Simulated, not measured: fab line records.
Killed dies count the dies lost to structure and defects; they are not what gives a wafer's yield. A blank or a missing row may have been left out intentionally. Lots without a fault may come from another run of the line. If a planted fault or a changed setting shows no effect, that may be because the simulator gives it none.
fab line records	flow n5Finfet
record: lots: 24	wafers: 72	lastDay: 18
route steps=1938 shown FIN_SAQP@126 FIN_CUT@165
lots with no fault: from the same line, run without faults
startH: hours from the record's opening day to when the first of the lot's shown wafers began	waitH: time in hours since the lot's previous step	" the same as in the row above	L1.1+2: several wafers, shown together as one row	- value missing, or start not given	* or withheld: withheld	< > ~ a bound
route shown NAME@n: NAME is a module with steps in the file, n the number in the route of the first one	usual: the fault-free wafers' mean and standard deviation	same: alike in all rows	chamber/n: place in a boat	sites: the reading at each site	_std_site: standard deviation of those values	_edge_site: inner sites' mean taken away from outer sites' mean	radiusMm: how far each site lies from the wafer's centre	mask NAME#n: copy n	behind: tool/chamber where the wafer was last shaped	hold: cause of the lot's hold/its duration in hours/its outcome	device: the n, p or np transistor that did not switch	end of line: the tests these same wafers got at the end of their route	a step given without rows: its recipe and nothing more	killed: the dies lost at the first sort to structure and to defects; this is not the yield of the wafer	map: per-die view of a wafer (x killed, . not killed, _ where there is no die)
set.NAME: setting as actually run; set.NAME@STEP: the setting as run at that earlier step	model.NAME: the simulator's own value behind a step, which no gauge read
steps of the route over a sample of lots; a table a step, a row a wafer
services: a tool's chamber out of use, with start hour (startH, from the record's first day; less than 0 if before it), hours out, and reason
== steps ==
step: N5_FIN_SAQP_SPACER1_ETCHBACK_25
recipe: chemistry: CHF3/O2	mode: anisotropicEtchback	target: SiO2	targetDepthA: 244	timeS: 12.2	pressureMtorr: 30	sourceW: 650	biasW: 170	Ar_flow_sccm: 200	CHF3_flow_sccm: 50	O2_flow_sccm: 5	ionEnergyEv: 200
usual: CHF3_flow_sccm: 50.00/0.14	drypumpMotorCurrentA: 5.8/0.6	oesProductAu: 0.78/0.065	rfVppV: 530/10	showerheadPlenumPTorr: 2.41/0.082	throttleValvePct: 18.93/0.29
lot.wafer	tool	chamber	startH	waitH	CHF3_flow_sccm	drypumpMotorCurrentA	oesProductAu	rfHoursCounterH	rfVppV	showerheadPlenumPTorr	throttleValvePct
L074.1	rieDiel-06	1	26.12	0.5	50.02	5.5	0.77	130	542	2.32	19.20
L074.4	"	2	"	"	49.77	4.9	0.71	160	536	2.51	19.32
L074.6	"	3	"	"	50.19	5.0	0.77	-	526	2.33	18.44
L075.3	rieDiel-06	2	30.15	0.7	49.96	4.9	0.72	162	533	2.51	19.31
L075.4	"	1	"	"	50.08	5.5	0.75	132	543	2.32	19.21
L075.5	"	3	"	"	50.00	5.0	0.76	-	527	2.33	18.46
L076.3	rieDiel-02	1	36.92	0.4	49.96	6.7	0.90	26	516	2.57	18.58
L076.4	"	2	"	"	50.00	6.1	0.84	57	531	2.44	18.80
L076.6	"	0	"	"	50.16	5.7	0.85	-	544	2.43	18.86
L077.3	rieDiel-05	0	41.64	0.4	50.25	6.4	0.88	58	538	2.46	18.90
L077.4	"	3	"	"	50.11	5.5	0.95	6	532	2.37	18.70
L077.6	"	2	"	"	49.94	6.2	0.75	-	520	2.42	19.18
L078.2	rieDiel-05	0	48.24	0.4	50.02	6.4	0.87	61	538	2.46	18.92
L078.4	"	3	"	"	50.18	5.4	0.93	9	532	2.37	18.71
L078.6	"	1	"	"	50.10	6.7	0.82	-	535	2.46	18.57
L079.1	rieDiel-05	3	53.87	0.4	49.95	5.5	0.93	10	533	2.37	18.72
L079.2	"	0	"	"	50.07	6.4	0.88	62	536	2.46	18.93
L079.4	"	1	"	"	49.91	6.7	0.81	71	534	2.46	18.54
L080.1	rieDiel-06	3	60.01	0.4	50.23	5.0	0.75	141	528	2.32	18.48
L080.3	"	1	"	"	50.05	5.5	0.74	144	542	2.32	19.24
L080.6	"	2	"	"	50.11	4.9	0.71	-	533	2.51	19.34
L081.2	rieDiel-02	3	65.68	0.4	49.86	5.7	0.75	162	519	2.42	19.07
L081.4	"	1	"	"	49.91	6.7	0.88	37	515	2.57	18.59
L081.6	"	0	"	"	50.36	5.7	0.82	-	545	2.42	18.87
L082.1	rieDiel-02	1	72.56	0.4	50.15	6.7	0.88	39	516	2.57	18.60
L082.2	"	3	"	"	49.96	5.7	0.75	164	522	2.42	19.06
L082.6	"	1	"	"	49.91	6.7	0.88	-	515	2.57	18.59
L083.1	rieDiel-02	1	77.95	0.4	50.30	6.7	0.87	41	515	2.57	18.61
L083.4	"	3	"	"	50.08	5.7	0.74	166	520	2.42	19.08
L083.5	"	2	"	"	49.89	6.1	0.81	-	532	2.44	18.80
L084.3	rieDiel-06	0	83.66	0.5	49.96	5.7	0.71	191	508	2.29	19.09
L084.5	"	1	"	"	49.99	5.5	0.74	-	542	2.31	19.26
L084.6	"	0	"	"	49.94	5.8	0.72	-	509	2.29	19.10
L085.2	rieDiel-06	0	90.65	0.4	50.06	5.8	0.70	192	509	2.29	19.08
L085.4	"	2	"	"	50.03	4.9	0.69	179	534	2.51	19.34
L085.5	"	1	"	"	49.77	5.5	0.74	-	543	2.31	19.27
L086.1	rieDiel-06	3	96.38	0.4	50.16	5.0	0.74	152	528	2.32	18.50
L086.3	"	0	"	"	49.84	5.8	0.71	194	509	2.28	19.11
L086.5	"	0	"	"	49.99	5.8	0.71	-	510	2.29	19.10
L087.3	rieDiel-05	3	102.51	0.4	50.29	5.5	0.89	26	532	2.37	18.74
L087.4	"	0	"	"	49.88	6.4	0.85	78	536	2.45	18.95
L087.6	"	2	"	"	50.00	6.2	0.73	-	520	2.42	19.22
L088.2	rieDiel-05	1	114.22	0.5	49.98	6.7	0.79	92	535	2.45	18.59
L088.5	"	3	"	"	49.66	5.5	0.89	-	533	2.37	18.75
L088.6	"	0	"	"	50.10	6.4	0.86	-	537	2.45	18.94
L089.4	rieDiel-05	3	114.29	0.5	49.86	5.5	0.87	29	532	2.37	18.74
L089.5	"	0	"	"	49.92	6.4	0.84	-	539	2.45	18.96
L089.6	"	3	"	"	49.96	5.4	0.87	-	533	2.37	18.74
L090.1	rieDiel-02	3	120.18	0.4	50.25	5.7	0.73	181	520	2.41	19.10
L090.3	"	1	"	"	50.05	6.7	0.85	55	516	2.56	18.62
L090.5	"	3	"	"	50.18	5.7	0.75	-	520	2.41	19.08
L091.1	rieDiel-05	1	127.73	0.5	49.93	6.7	0.79	97	536	2.45	18.60
L091.2	"	3	"	"	50.03	5.4	0.88	34	530	2.36	18.75
L091.3	"	0	"	"	50.03	6.5	0.84	87	537	2.45	18.96
L092.3	rieDiel-02	0	132.26	0.4	49.84	5.7	0.81	129	543	2.41	18.91
L092.5	"	2	"	"	50.07	6.1	0.79	-	531	2.43	18.84
L092.6	"	1	"	"	50.02	6.7	0.84	-	515	2.56	18.64
L093.2	rieDiel-06	3	139.70	0.6	49.94	5.0	0.73	167	527	2.31	18.52
L093.5	"	2	"	"	50.03	4.9	0.69	-	535	2.50	19.37
L093.6	"	3	"	"	49.98	5.0	0.73	-	527	2.31	18.51
L094.1	rieDiel-06	2	144.85	0.4	50.17	4.9	0.69	197	535	2.50	19.36
L094.4	"	1	"	"	50.27	5.4	0.72	-	540	2.30	19.30
L094.6	"	2	"	"	50.00	4.9	0.69	-	533	2.50	19.36
L095.1	rieDiel-06	1	152.10	0.5	50.07	5.5	0.71	178	542	2.30	19.30
L095.3	"	1	"	"	50.18	5.5	0.71	-	541	2.30	19.27
L095.4	"	2	"	"	49.78	4.9	0.68	-	536	2.50	19.37
L096.2	rieDiel-06	2	159.74	0.5	50.01	4.9	0.68	206	533	2.49	19.39
L096.4	"	0	"	"	49.82	5.8	0.70	209	510	2.28	19.12
L096.6	"	0	"	"	50.17	5.7	0.70	-	509	2.28	19.13
L097.1	rieDiel-02	3	165.41	0.5	49.97	5.7	0.72	199	520	2.40	19.13
L097.5	"	2	"	"	49.84	6.1	0.78	-	530	2.42	18.87
L097.6	"	1	"	"	50.04	6.7	0.82	-	517	2.55	18.66
step: N5_FIN_SAQP_ETCH_69
recipe: chemistry: N2/H2	target: SOC	targetDepthA: 1500	stopOn: SiNx	ionEnergyEv: 100	biasW: 61	pressureMtorr: 30	sourceW: 850	n2FlowSccm: 200	h2FlowSccm: 200
usual: drypumpMotorCurrentA: 6.1/0.51	n2FlowSccm: 200.0/0.65	oesProductAu: 0.79/0.06	rfVppV: 240.9/1.3	showerheadPlenumPTorr: 2.55/0.064	throttleValvePct: 17.7/0.31
lot.wafer	tool	chamber	startH	waitH	drypumpMotorCurrentA	n2FlowSccm	oesProductAu	rfHoursCounterH	rfVppV	showerheadPlenumPTorr	throttleValvePct
L074.1	rieDiel-02	0	27.13	-	5.7	200.5	0.83	91	240.9	2.55	17.6
L074.4	"	3	"	"	5.7	200.3	0.76	148	240.8	2.52	17.8
L074.6	"	0	"	"	5.7	200.6	0.83	-	238.0	2.55	17.6
L075.3	rieDiel-05	2	31.15	-	6.3	200.4	0.75	149	241.6	2.56	18.2
L075.4	"	0	"	"	6.5	200.6	0.86	55	241.1	2.58	17.6
L075.5	"	3	"	"	5.4	201.2	0.94	-	239.1	2.50	17.6
L076.3	rieDiel-05	1	37.92	-	6.7	200.6	0.81	66	242.1	2.57	17.3
L076.4	"	2	"	"	6.3	200.7	0.74	151	241.7	2.55	18.2
L076.6	"	2	"	"	6.3	200.5	0.75	-	242.1	2.55	18.2
L077.3	rieDiel-05	1	42.67	-	6.6	198.9	0.81	67	242.8	2.57	17.4
L077.4	"	0	"	"	6.4	201.3	0.86	59	243.8	2.58	17.7
L077.6	"	2	"	"	6.3	199.3	0.74	-	242.1	2.55	18.2
L078.2	rieDiel-02	3	49.17	-	5.7	199.9	0.75	157	241.2	2.52	17.8
L078.4	"	0	"	"	5.7	200.0	0.82	100	241.9	2.55	17.7
L078.6	"	2	"	"	6.1	199.8	0.82	-	240.8	2.59	17.8
L079.1	rieDiel-05	0	54.91	-	6.4	200.2	0.85	63	240.7	2.58	17.7
L079.2	"	1	"	"	6.6	199.7	0.80	71	241.5	2.57	17.4
L079.4	"	3	"	"	5.5	200.3	0.91	11	240.1	2.50	17.6
L080.1	rieDiel-06	3	60.94	-	5.0	199.5	0.74	141	239.0	2.45	17.4
L080.3	"	0	"	"	5.8	200.8	0.72	183	239.6	2.42	18.1
L080.6	"	2	"	"	4.9	199.9	0.70	-	243.2	2.64	18.2
L081.2	rieDiel-02	1	66.61	-	6.7	199.9	0.87	37	242.2	2.69	17.3
L081.4	"	3	"	"	5.7	201.7	0.74	163	240.4	2.52	17.8
L081.6	"	1	"	"	6.7	199.1	0.86	-	241.6	2.69	17.3
L082.1	rieDiel-05	2	73.54	-	6.2	199.4	0.73	164	239.1	2.55	18.2
L082.2	"	3	"	"	5.5	200.3	0.90	16	240.4	2.50	17.6
L082.6	"	0	"	"	6.4	200.6	0.85	-	241.5	2.58	17.7
L083.1	rieDiel-05	3	78.89	-	5.4	200.0	0.90	18	240.2	2.50	17.7
L083.4	"	2	"	"	6.2	199.7	0.74	165	239.6	2.55	18.2
L083.5	"	3	"	"	5.5	198.8	0.90	-	240.3	2.50	17.7
L084.3	rieDiel-05	3	84.71	-	5.4	199.8	0.90	20	238.3	2.49	17.7
L084.5	"	1	"	"	6.7	200.5	0.80	-	240.2	2.57	17.4
L084.6	"	0	"	"	6.4	199.6	0.84	-	242.9	2.58	17.7
L085.2	rieDiel-02	2	91.61	-	6.1	199.5	0.80	76	240.6	2.58	17.8
L085.4	"	3	"	"	5.7	200.0	0.74	171	240.4	2.52	17.8
L085.5	"	2	"	"	6.1	201.3	0.80	-	242.3	2.58	17.8
L086.1	rieDiel-02	3	97.39	-	5.7	201.7	0.73	172	242.1	2.51	17.8
L086.3	"	0	"	"	5.7	199.4	0.80	116	241.6	2.54	17.7
L086.5	"	2	"	"	6.1	200.5	0.80	-	241.3	2.58	17.8
L087.3	rieDiel-02	3	103.67	-	5.7	200.8	0.73	175	242.2	2.51	17.8
L087.4	"	0	"	"	5.7	199.4	0.80	118	241.8	2.54	17.7
L087.6	"	3	"	"	5.7	200.1	0.74	-	239.7	2.51	17.9
L088.2	rieDiel-05	0	115.14	-	6.5	200.6	0.83	83	241.3	2.57	17.7
L088.5	"	2	"	"	6.2	199.7	0.72	-	240.8	2.54	18.3
L088.6	"	1	"	"	6.7	198.6	0.78	-	240.6	2.56	17.4
L089.4	rieDiel-06	0	115.44	-	5.8	199.6	0.70	201	238.1	2.41	18.1
L089.5	"	0	"	"	5.8	198.5	0.70	-	239.7	2.41	18.1
L089.6	"	3	"	"	5.1	200.2	0.73	-	240.2	2.45	17.5
L090.1	rieDiel-02	2	121.10	-	6.1	200.9	0.79	87	240.0	2.58	17.8
L090.3	"	0	"	"	5.7	200.5	0.79	125	239.1	2.54	17.7
L090.5	"	1	"	"	6.7	199.2	0.83	-	242.6	2.68	17.3
L091.1	rieDiel-06	3	128.94	-	5.0	199.7	0.72	163	238.1	2.45	17.5
L091.2	"	1	"	"	5.5	200.0	0.72	167	239.8	2.43	18.2
L091.3	"	2	"	"	4.9	200.4	0.68	190	240.5	2.63	18.2
L092.3	rieDiel-05	3	133.17	-	5.5	201.3	0.85	36	239.7	2.49	17.7
L092.5	"	2	"	"	6.3	200.0	0.71	-	239.2	2.54	18.3
L092.6	"	1	"	"	6.7	200.0	0.78	-	241.3	2.56	17.4
L093.2	rieDiel-05	1	140.77	-	6.7	199.6	0.77	102	241.2	2.56	17.4
L093.5	"	2	"	"	6.3	200.1	0.72	-	239.8	2.54	18.3
L093.6	"	1	"	"	6.7	200.3	0.79	-	241.1	2.56	17.4
L094.1	rieDiel-05	0	145.77	-	6.4	200.9	0.81	94	240.0	2.57	17.7
L094.4	"	2	"	"	6.3	200.7	0.70	190	239.5	2.54	18.3
L094.6	"	0	"	"	6.4	200.1	0.81	-	240.9	2.57	17.7
L095.1	rieDiel-02	1	153.29	-	6.7	199.2	0.83	69	243.4	2.68	17.3
L095.3	"	3	"	"	5.7	199.8	0.72	193	239.0	2.51	17.9
L095.4	"	2	"	"	6.1	200.2	0.77	100	241.4	2.57	17.8
L096.2	rieDiel-02	0	161.12	-	5.7	200.7	0.79	141	241.5	2.53	17.7
L096.4	"	2	"	"	6.1	200.4	0.77	104	240.4	2.57	17.8
L096.6	"	1	"	"	6.7	200.2	0.81	-	242.8	2.67	17.3
L097.1	rieDiel-02	3	166.34	-	5.7	199.0	0.71	199	239.8	2.50	17.9
L097.5	"	1	"	"	6.7	199.7	0.82	-	242.9	2.67	17.3
L097.6	"	0	"	"	5.7	200.3	0.78	-	240.6	2.53	17.7
step: N5_FIN_SAQP_RECESS_71
recipe: chemistry: HF/NH3	target: SiO2	targetDepthA: 30	afsCycles: 1	tempC: 30	sublimationTempC: 180	sublimationTimeS: 60
usual: drypumpMotorCurrentA: 5.9/0.4	sublimationTempC: 180.00/0.16
lot.wafer	tool	chamber	startH	waitH	drypumpMotorCurrentA	sublimationTempC
L074.1	vaporEtch-02	0	27.29	0.0	5.7	179.80
L074.4	"	1	"	"	6.4	179.87
L074.6	"	0	"	"	5.7	180.02
L075.3	vaporEtch-01	0	31.35	0.1	6.0	179.77
L075.4	"	1	"	"	5.3	179.99
L075.5	"	0	"	"	6.0	180.21
L076.3	vaporEtch-02	1	38.12	0.1	6.3	180.19
L076.4	"	0	"	"	5.6	179.90
L076.6	"	0	"	"	5.7	179.93
L077.3	vaporEtch-02	1	42.87	0.1	6.3	180.23
L077.4	"	0	"	"	5.6	179.93
L077.6	"	0	"	"	5.6	180.11
L078.2	vaporEtch-02	0	49.33	0.0	5.6	180.22
L078.4	"	0	"	"	5.6	180.25
L078.6	"	0	"	"	5.6	179.89
L079.1	vaporEtch-01	0	55.07	0.0	6.0	180.03
L079.2	"	1	"	"	5.3	179.99
L079.4	"	0	"	"	6.0	179.96
L080.1	vaporEtch-01	1	61.10	0.0	5.3	180.13
L080.3	"	1	"	"	5.3	180.12
L080.6	"	1	"	"	5.3	180.03
L081.2	vaporEtch-01	0	66.77	0.0	6.0	180.34
L081.4	"	0	"	"	6.0	180.27
L081.6	"	0	"	"	6.0	180.02
L082.1	vaporEtch-02	0	73.70	0.0	5.6	180.14
L082.2	"	1	"	"	6.4	180.13
L082.6	"	1	"	"	6.3	179.98
L083.1	vaporEtch-01	0	79.05	0.0	6.0	179.87
L083.4	"	1	"	"	5.3	179.88
L083.5	"	0	"	"	6.0	179.84
L084.3	vaporEtch-01	1	84.92	0.1	5.3	180.14
L084.5	"	0	"	"	6.0	179.97
L084.6	"	1	"	"	5.3	180.17
L085.2	vaporEtch-01	1	91.77	0.0	5.3	180.05
L085.4	"	0	"	"	6.0	179.88
L085.5	"	1	"	"	5.3	180.09
L086.1	vaporEtch-02	0	97.55	0.0	5.6	180.02
L086.3	"	0	"	"	5.6	179.71
L086.5	"	0	"	"	5.6	179.83
L087.3	vaporEtch-02	0	103.87	0.1	5.6	179.99
L087.4	"	1	"	"	6.4	179.72
L087.6	"	0	"	"	5.6	179.96
L088.2	vaporEtch-02	1	115.35	0.1	6.4	180.00
L088.5	"	0	"	"	5.7	179.90
L088.6	"	1	"	"	6.4	179.98
L089.4	vaporEtch-02	1	115.64	0.1	6.3	180.06
L089.5	"	0	"	"	5.6	180.00
L089.6	"	1	"	"	6.3	180.08
L090.1	vaporEtch-02	1	121.26	0.0	6.4	179.93
L090.3	"	0	"	"	5.6	180.02
L090.5	"	0	"	"	5.6	180.00
L091.1	vaporEtch-02	0	129.10	0.0	5.6	179.80
L091.2	"	1	"	"	6.4	180.14
L091.3	"	0	"	"	5.7	180.11
L092.3	vaporEtch-02	0	133.37	0.1	5.6	180.04
L092.5	"	1	"	"	6.4	180.17
L092.6	"	0	"	"	5.6	179.94
L093.2	vaporEtch-01	0	140.93	0.0	6.0	179.94
L093.5	"	0	"	"	6.0	179.96
L093.6	"	1	"	"	5.3	180.22
L094.1	vaporEtch-01	0	145.93	0.0	6.0	179.85
L094.4	"	1	"	"	5.3	179.70
L094.6	"	1	"	"	5.3	179.93
L095.1	vaporEtch-02	1	153.45	0.0	6.4	179.77
L095.3	"	1	"	"	6.3	179.84
L095.4	"	0	"	"	5.6	180.01
L096.2	vaporEtch-01	0	161.28	0.0	6.0	179.77
L096.4	"	0	"	"	6.0	180.01
L096.6	"	1	"	"	5.3	180.01
L097.1	vaporEtch-02	0	166.50	0.0	5.6	180.01
L097.5	"	1	"	"	6.3	179.96
L097.6	"	0	"	"	5.6	179.68
step: N5_FIN_SAQP_SPACER2_ALD_28
recipe: material: SiO2	targetThkA: 81	tempC: 300	aldPrecursorFamily: BDEAS	aldCoReactant: O2-plasma	pulseTimeS: 1	purgeTimeS: 2	coReactantPurgeTimeS: 2	pressureTorr: 2
usual: heaterPowerW: 460/48	precursorPulseHeightRel: 0.999/0.021
same: purgeTimeS: 2
lot.wafer	tool	chamber	startH	waitH	heaterPowerW	precursorPulseHeightRel
L074.1	aldSin-02	3	28.06	0.7	416	0.995
L074.4	"	1	"	"	459	0.973
L074.6	"	2	"	"	433	1.002
L075.3	aldSin-03	1	33.29	1.9	396	0.989
L075.4	"	2	"	"	505	0.999
L075.5	"	1	"	"	378	1.003
L076.3	aldSin-03	2	38.22	0.1	491	0.998
L076.4	"	3	"	"	424	0.991
L076.6	"	0	"	"	477	0.975
L077.3	aldSin-03	2	44.00	1.1	502	1.002
L077.4	"	3	"	"	415	1.014
L077.6	"	0	"	"	477	0.978
L078.2	aldSin-02	1	49.47	0.1	467	1.037
L078.4	"	0	"	"	499	0.984
L078.6	"	0	"	"	483	1.001
L079.1	aldSin-03	0	55.22	0.1	476	1.007
L079.2	"	2	"	"	490	0.991
L079.4	"	3	"	"	408	0.988
L080.1	aldSin-03	2	61.24	0.1	501	0.983
L080.3	"	1	"	"	386	0.984
L080.6	"	3	"	"	420	1.038
L081.2	aldSin-02	1	67.14	0.3	460	0.990
L081.4	"	3	"	"	404	1.030
L081.6	"	1	"	"	485	0.975
L082.1	aldSin-02	2	73.84	0.1	434	0.992
L082.2	"	0	"	"	491	1.017
L082.6	"	0	"	"	482	1.000
L083.1	aldSin-01	3	79.35	0.3	503	0.997
L083.4	"	3	"	"	512	0.982
L083.5	"	1	"	"	402	1.006
L084.3	aldSin-03	0	85.02	0.1	470	1.010
L084.5	"	3	"	"	423	1.011
L084.6	"	2	"	"	501	1.014
L085.2	aldSin-03	1	92.98	1.2	380	0.968
L085.4	"	0	"	"	479	1.048
L085.5	"	3	"	"	431	1.008
L086.1	aldSin-02	2	98.99	1.4	439	0.954
L086.3	"	0	"	"	490	0.987
L086.5	"	1	"	"	464	1.019
L087.3	aldSin-02	0	103.97	0.1	502	0.967
L087.4	"	3	"	"	409	0.945
L087.6	"	1	"	"	464	1.016
L088.2	aldSin-02	2	115.49	0.1	438	1.026
L088.5	"	3	"	"	406	0.981
L088.6	"	2	"	"	420	1.020
L089.4	aldSin-01	1	115.74	0.1	406	0.991
L089.5	"	2	"	"	521	0.991
L089.6	"	3	"	"	493	0.988
L090.1	aldSin-01	3	123.30	2.0	520	1.048
L090.3	"	2	"	"	514	0.966
L090.5	"	1	"	"	412	1.000
L091.1	aldSin-01	0	129.24	0.1	525	0.989
L091.2	"	1	"	"	412	0.973
L091.3	"	2	"	"	513	0.978
L092.3	aldSin-01	0	133.63	0.2	536	0.991
L092.5	"	0	"	"	534	1.007
L092.6	"	1	"	"	406	1.001
L093.2	aldSin-02	0	141.08	0.1	485	0.993
L093.5	"	0	"	"	498	1.028
L093.6	"	1	"	"	463	0.988
L094.1	aldSin-03	0	146.07	0.1	487	0.952
L094.4	"	3	"	"	427	1.016
L094.6	"	3	"	"	424	0.959
L095.1	aldSin-01	0	155.02	1.5	532	0.976
L095.3	"	3	"	"	514	0.973
L095.4	"	1	"	"	413	1.001
L096.2	aldSin-01	1	161.42	0.1	412	0.986
L096.4	"	1	"	"	404	1.015
L096.6	"	0	"	"	545	0.995
L097.1	aldSin-01	2	166.69	0.2	516	1.028
L097.5	"	3	"	"	530	0.982
L097.6	"	2	"	"	514	1.023
step: N5_FIN_SAQP_INSPECT_40
recipe: inspectInstrument: brightfield	mode: aei
usual: rawDefectCount: 218/67
lot.wafer	tool	chamber	startH	waitH	rawDefectCount
L074.1	defectInspect-01	-	29.29	0.0	171
L074.4	"	-	"	"	121
L074.6	"	-	"	"	233
L075.3	defectInspect-02	-	34.76	0.0	130
L075.4	"	-	"	"	167
L075.5	"	-	"	"	184
L076.3	defectInspect-02	-	39.38	0.0	165
L076.4	"	-	"	"	163
L076.6	"	-	"	"	256
L077.3	defectInspect-01	-	45.11	0.0	199
L077.4	"	-	"	"	246
L077.6	"	-	"	"	228
L078.2	defectInspect-01	-	50.58	0.0	198
L078.4	"	-	"	"	233
L078.6	"	-	"	"	330
L079.1	defectInspect-02	-	56.32	0.0	271
L079.2	"	-	"	"	194
L079.4	"	-	"	"	360
L080.1	defectInspect-01	-	62.41	0.0	308
L080.3	"	-	"	"	141
L080.6	"	-	"	"	195
L081.2	defectInspect-02	-	68.26	0.0	210
L081.4	"	-	"	"	184
L081.6	"	-	"	"	222
L082.1	defectInspect-01	-	74.95	0.0	161
L082.2	"	-	"	"	195
L082.6	"	-	"	"	120
L083.1	defectInspect-02	-	80.59	0.0	212
L083.4	"	-	"	"	197
L083.5	"	-	"	"	118
L084.3	defectInspect-02	-	86.23	0.0	142
L084.5	"	-	"	"	334
L084.6	"	-	"	"	171
L085.2	defectInspect-01	-	94.09	0.0	212
L085.4	"	-	"	"	178
L085.5	"	-	"	"	211
L086.1	defectInspect-02	-	100.15	0.0	282
L086.3	"	-	"	"	360
L086.5	"	-	"	"	256
L087.3	defectInspect-02	-	105.16	0.0	221
L087.4	"	-	"	"	188
L087.6	"	-	"	"	191
L088.2	defectInspect-01	-	116.68	0.0	208
L088.5	"	-	"	"	181
L088.6	"	-	"	"	211
L089.4	defectInspect-01	-	117.27	0.0	256
L089.5	"	-	"	"	210
L089.6	"	-	"	"	127
L090.1	defectInspect-02	-	124.42	0.0	117
L090.3	"	-	"	"	117
L090.5	"	-	"	"	197
L091.1	defectInspect-01	-	130.35	0.0	267
L091.2	"	-	"	"	209
L091.3	"	-	"	"	285
L092.3	defectInspect-01	-	134.74	0.0	281
L092.5	"	-	"	"	283
L092.6	"	-	"	"	273
L093.2	defectInspect-01	-	142.43	0.0	243
L093.5	"	-	"	"	180
L093.6	"	-	"	"	207
L094.1	defectInspect-02	-	147.18	0.0	176
L094.4	"	-	"	"	166
L094.6	"	-	"	"	115
L095.1	defectInspect-02	-	156.52	0.0	274
L095.3	"	-	"	"	248
L095.4	"	-	"	"	458
L096.2	defectInspect-01	-	162.54	0.0	284
L096.4	"	-	"	"	328
L096.6	"	-	"	"	259
L097.1	defectInspect-01	-	167.80	0.0	278
L097.5	"	-	"	"	207
L097.6	"	-	"	"	236
step: N5_FIN_CUT_INSPECT_10
recipe: mode: adi	inspectInstrument: brightfield
usual: rawDefectCount: 41/13
lot.wafer	tool	chamber	startH	waitH	rawDefectCount
L074.1	defectInspect-02	-	29.68	0.1	30
L074.4	"	-	"	"	25
L074.6	"	-	"	"	38
L075.3	defectInspect-01	-	35.15	0.0	42
L075.4	"	-	"	"	32
L075.5	"	-	"	"	49
L076.3	defectInspect-01	-	39.77	0.0	31
L076.4	"	-	"	"	26
L076.6	"	-	"	"	47
L077.3	defectInspect-02	-	45.57	0.0	40
L077.4	"	-	"	"	41
L077.6	"	-	"	"	51
L078.2	defectInspect-01	-	50.97	0.0	56
L078.4	"	-	"	"	35
L078.6	"	-	"	"	65
L079.1	defectInspect-02	-	56.71	0.1	53
L079.2	"	-	"	"	22
L079.4	"	-	"	"	65
L080.1	defectInspect-02	-	62.92	0.1	66
L080.3	"	-	"	"	17
L080.6	"	-	"	"	34
L081.2	defectInspect-02	-	68.65	0.0	32
L081.4	"	-	"	"	32
L081.6	"	-	"	"	35
L082.1	defectInspect-01	-	75.34	0.1	35
L082.2	"	-	"	"	26
L082.6	"	-	"	"	26
L083.1	defectInspect-02	-	81.10	0.1	40
L083.4	"	-	"	"	45
L083.5	"	-	"	"	27
L084.3	defectInspect-01	-	86.75	0.0	41
L084.5	"	-	"	"	68
L084.6	"	-	"	"	37
L085.2	defectInspect-02	-	94.60	0.0	25
L085.4	"	-	"	"	31
L085.5	"	-	"	"	44
L086.1	defectInspect-02	-	100.54	0.1	49
L086.3	"	-	"	"	73
L086.5	"	-	"	"	48
L087.3	defectInspect-01	-	105.69	0.1	42
L087.4	"	-	"	"	44
L087.6	"	-	"	"	35
L088.2	defectInspect-01	-	117.08	0.0	41
L088.5	"	-	"	"	35
L088.6	"	-	"	"	48
L089.4	defectInspect-01	-	117.66	0.0	46
L089.5	"	-	"	"	45
L089.6	"	-	"	"	24
L090.1	defectInspect-02	-	124.82	0.1	32
L090.3	"	-	"	"	22
L090.5	"	-	"	"	29
L091.1	defectInspect-02	-	130.86	0.1	52
L091.2	"	-	"	"	34
L091.3	"	-	"	"	48
L092.3	defectInspect-01	-	135.25	0.0	53
L092.5	"	-	"	"	45
L092.6	"	-	"	"	41
L093.2	defectInspect-01	-	142.95	0.0	39
L093.5	"	-	"	"	49
L093.6	"	-	"	"	44
L094.1	defectInspect-02	-	147.70	0.1	26
L094.4	"	-	"	"	27
L094.6	"	-	"	"	25
L095.1	defectInspect-02	-	156.91	0.1	51
L095.3	"	-	"	"	31
L095.4	"	-	"	"	66
L096.2	defectInspect-01	-	162.93	0.0	45
L096.4	"	-	"	"	56
L096.6	"	-	"	"	48
L097.1	defectInspect-01	-	168.19	0.1	41
L097.5	"	-	"	"	39
L097.6	"	-	"	"	43
== services ==
tool	chamber	startH	hours	kind
aldSin-01	0	7.75	-	clean
aldSin-01	1	7.75	-	clean
aldSin-01	2	7.75	-	clean
aldSin-01	3	7.75	-	clean
aldSin-03	-	10.20	3.0	repair
aldSin-03	2	18.72	2.8	repair
aldSin-03	0	24.36	7.8	repair
aldSin-02	0	24.73	6.7	repair
aldSin-02	-	42.76	0.5	repair
rieDiel-06	2	44.84	12.4	repair
aldSin-01	0	55.68	3.0	repair
aldSin-01	3	80.97	3.1	repair
rieDiel-02	1	96.54	4.5	repair
rieDiel-05	3	102.56	2.6	repair
aldSin-02	0	110.53	4.8	repair
rieDiel-06	2	122.85	3.9	repair
aldSin-01	3	124.68	14.4	repair
aldSin-01	2	130.05	33.2	repair
rieDiel-06	0	138.95	18.3	repair
aldSin-02	0	141.93	1.6	repair
rieDiel-05	-	146.10	14.6	pm
rieDiel-05	0	161.45	14.5	repair
== key ==
fault none
